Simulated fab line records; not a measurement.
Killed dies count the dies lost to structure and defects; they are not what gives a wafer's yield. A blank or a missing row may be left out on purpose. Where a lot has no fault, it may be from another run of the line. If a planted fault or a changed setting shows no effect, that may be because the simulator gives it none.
A lot that was struck, set against a sound lot || flow n5Finfet || 44 steps out of a route of 1938
Sound: the wafers L934.4, L934.5, L934.6. Wafers struck: L937.2, L937.3. The cause comes at the end.
For every step that has rows: the tool of each side, followed by ch and its chambers, followed by its first start. Under that, the readings that differ: sound wafers || struck wafers || difference of the means || sigmas: that difference in standard deviations of wafers without a fault.
alike: a reading whose means differ by less than 2 such deviations, as well as words and numbers matching on both sides. not compared: withheld readings; readings where some wafer has no value; bounds like >300 that might hide an equal value; numbers whose values overlap and for which the record gives no deviation.
A row with sigmas, a row that says differs or no value, or rows on one side alone: a step with any of these is where the two part. Numbers that don't overlap but have no deviation are shown without sigmas and don't part them. Lack of a reading on every wafer of one side parts them only where that side has two or more wafers.

first, 2 steps without rows for these wafers: N5_DUMMY_GATE_ETCH_23 (etches poly-Si in HBr/Cl2/O2, target depth 41 nm, time 22.3 s); N5_DUMMY_GATE_ETCH_44 (etches poly-Si in HBr/O2, stops on SiO2, target depth 127.5 nm).
N5_DUMMY_GATE_CD_MEAS_24: target cd 15 nm.
  struck on cdSem-03, day 3 23:04; sound on cdSem-01, day 3 06:04
  alike: cdNm
then, 7 steps without rows for these wafers: N5_DUMMY_GATE_ETCH_42 (etches SiO2 in CHF3/O2, target depth 3.5 nm, time 31 s); N5_DUMMY_GATE_STRIP_48 (strips in N2/H2, time 20 s); N5_DUMMY_GATE_PRECLEAN_33 (cleans in dHF, time 10 s); N5_DUMMY_GATE_PRECLEAN_25 (cleans in O3/DIW, time 45 s); N5_DUMMY_GATE_PRECLEAN_51 (cleans in SC2, time 45 s); N5_DUMMY_GATE_SRD_26 (time 30 s); N5_DUMMY_GATE_UV_OZONE_45 (time 120 s).
N5_DUMMY_GATE_INSPECT_27: inspects for defects (brightfield).
  struck on defectInspect-02, day 3 23:21; sound on defectInspect-01, day 3 06:26
  alike: rawDefectCount
then, 1 step without rows for these wafers: N5_SPACER0_ALD_07 (deposits SiNx, target thk 2 nm).
N5_SPACER0_ALD_00: deposits SiOCN, target thk 3.5 nm, pulse time 3 s, purge time 2 s.
  sound on aldSin-01 ch 2,3, day 3 06:37; struck on aldSin-01 ch 2,3, day 3 23:32
{"reading": "aldCycles", "sound": "58 58 58", "struck": "67 67", "difference": "+9", "sigmas": ""}
{"reading": "model.SiOCN_of_SPACER0_ALD_00.thkNm (nm)", "sound": "3.6 3.6 3.4", "struck": "4 4", "difference": "+0", "sigmas": ""}
  alike: heaterPowerW, precursorPulseHeightRel
N5_SPACER0_ALD_08: deposits SiNx, target thk 2 nm.
  sound on aldSin-01 ch 2,3, day 3 06:53; struck on aldSin-01 ch 2,3, day 3 23:48
  alike: heaterPowerW
N5_SPACER0_INSPECT_04: inspects for defects (darkfield).
  struck on defectInspect-02, day 3 23:58; sound on defectInspect-01, day 3 07:02
  alike: rawDefectCount
then, 8 steps without rows for these wafers: N5_SD_EPI_N_COAT_32 (time 60 s, resist thk 350 nm); N5_SD_EPI_N_COAT_33 (time 60 s, resist thk 35 nm); N5_SD_EPI_N_COAT_03 (resist thk 150 nm); N5_SD_EPI_N_EBR_05; N5_SD_EPI_N_SOFTBAKE_04 (time 60 s); N5_SD_EPI_N_EXPOSE_06 (exposes mask SD N BLK, target cd 120 nm); N5_SD_EPI_N_PEB_07 (peb time 60 s); N5_SD_EPI_N_DEVELOP_08 (develop time 30 s).
N5_SD_EPI_N_CD_MEAS_09: target cd 120 nm.
  sound on cdSem-01 ch 0, day 3 07:26; struck on cdSem-03 ch 0, day 4 00:22
  alike: cdNm
N5_SD_EPI_N_OVL_MEAS_10:
  sound on overlay-02 ch 0, day 3 07:28; struck on overlay-02 ch 0, day 4 00:23
  alike: SD_N_BLK_OVL
N5_SD_EPI_N_INSPECT_11: inspects for defects (macro).
  struck on defectInspect-02, day 4 00:25; sound on defectInspect-01, day 3 07:29
  alike: rawDefectCount
N5_SD_EPI_N_DESCUM_14: chemistry O2, time 7.9 s.
  sound on rieDiel-06 ch 1,2,3, day 3 07:38; struck on rieDiel-02 ch 1,2, day 4 00:35
{"reading": "rfHoursCounterH (h)", "sound": "- - -", "struck": "92 171", "difference": "no value on the sound wafers", "sigmas": ""}
  alike: biasPowerW, drypumpMotorCurrentA, oesProductAu, rfVppV, showerheadPlenumPTorr, throttleValvePct
then, 3 steps without rows for these wafers: N5_SD_EPI_N_ETCH_34 (etches SiARC in CF4, target depth 45.5 nm, time 75.8 s); N5_SD_EPI_N_ETCH_35 (etches SOC in N2/H2, overetch 108 nm, time 486 s); N5_SD_EPI_N_STRIP_36 (strips in N2/H2).
N5_SD_EPI_N_ETCHBACK_44: etches SiNx in CH3F/O2, stops on SiO2, target depth 14.5 nm.
  sound on rieDiel-06 ch 1,2,3, day 3 08:05; struck on rieDiel-02 ch 1,2, day 4 01:00
{"reading": "rfHoursCounterH (h)", "sound": "- - -", "struck": "92 172", "difference": "no value on the sound wafers", "sigmas": ""}
  alike: biasW, drypumpMotorCurrentA, oesProductAu, rfVppV, showerheadPlenumPTorr, throttleValvePct
then, 4 steps without rows for these wafers: N5_SD_EPI_N_ETCH_45 (etches SiOCN in CH3F/O2, target depth 6 nm); N5_SD_EPI_N_ETCH_16 (etches SiO2 in CHF3/O2, target depth 5 nm); N5_SD_EPI_N_STRIP_47 (strips in CHF3/O2); N5_SD_EPI_N_SD_RECESS_17 (chemistry HBr/Cl2/O2, target depth 41 nm, time 23.7 s, bt time 3 s).
N5_SD_EPI_N_STRIP_38: strips in N2/H2.
  sound on plasmaAsher-02 ch 0,1, day 3 08:26; struck on plasmaAsher-01 ch 0,1, day 4 01:22
  alike: drypumpMotorCurrentA, heaterPowerW, oesProductAu
  not compared: rfHoursCounterH
then, 4 steps without rows for these wafers: N5_SD_EPI_N_WET_ETCH_43 (etches SiO2 in dHF, time 14 s, target depth 1.5 nm); N5_SD_EPI_N_STRIP_18 (strips in SPM, time 750 s); N5_SD_EPI_N_SRD_20 (time 30 s); N5_SD_EPI_N_PRECLEAN_48 (cleans in NF3:NH3, afs cycles 2, time 20 s, sublimation time 60 s).
N5_SD_EPI_N_VAPOR_ETCH_50: etches Si in HCl, time 54 s.
  sound on epiRpcvd-03 ch 0, day 3 09:23; struck on epiRpcvd-03 ch 0, day 4 02:07
  alike: throttleValvePct
then, 1 step without rows for these wafers: N5_SD_EPI_N_EPI_21 (deposits Si:P, time 690 s).
N5_SD_EPI_P_PRECLEAN_32: cleans in dHF, time 10 s.
  sound on wetBench-06 ch 1,4,7, day 3 18:44; struck on wetBench-06 ch 1,6, day 4 09:01
{"reading": "model.SiOCN_of_SPACER0_ALD_00.thkNm (nm)", "sound": "3.4 3.4 3.4", "struck": "4 4", "difference": "+1", "sigmas": ""}
after that, 1 step had no rows for these wafers: N5_PASSIVATION_PROBE_49.

## WHERE THEY PART
At N5_SD_EPI_N_DESCUM_14 first; at N5_SD_EPI_N_ETCHBACK_44 last (within this record only). Later steps at which nothing parts them and some readings are alike: N5_SD_EPI_N_STRIP_38, N5_SD_EPI_N_VAPOR_ETCH_50.

WHY: the cause the simulator had injected
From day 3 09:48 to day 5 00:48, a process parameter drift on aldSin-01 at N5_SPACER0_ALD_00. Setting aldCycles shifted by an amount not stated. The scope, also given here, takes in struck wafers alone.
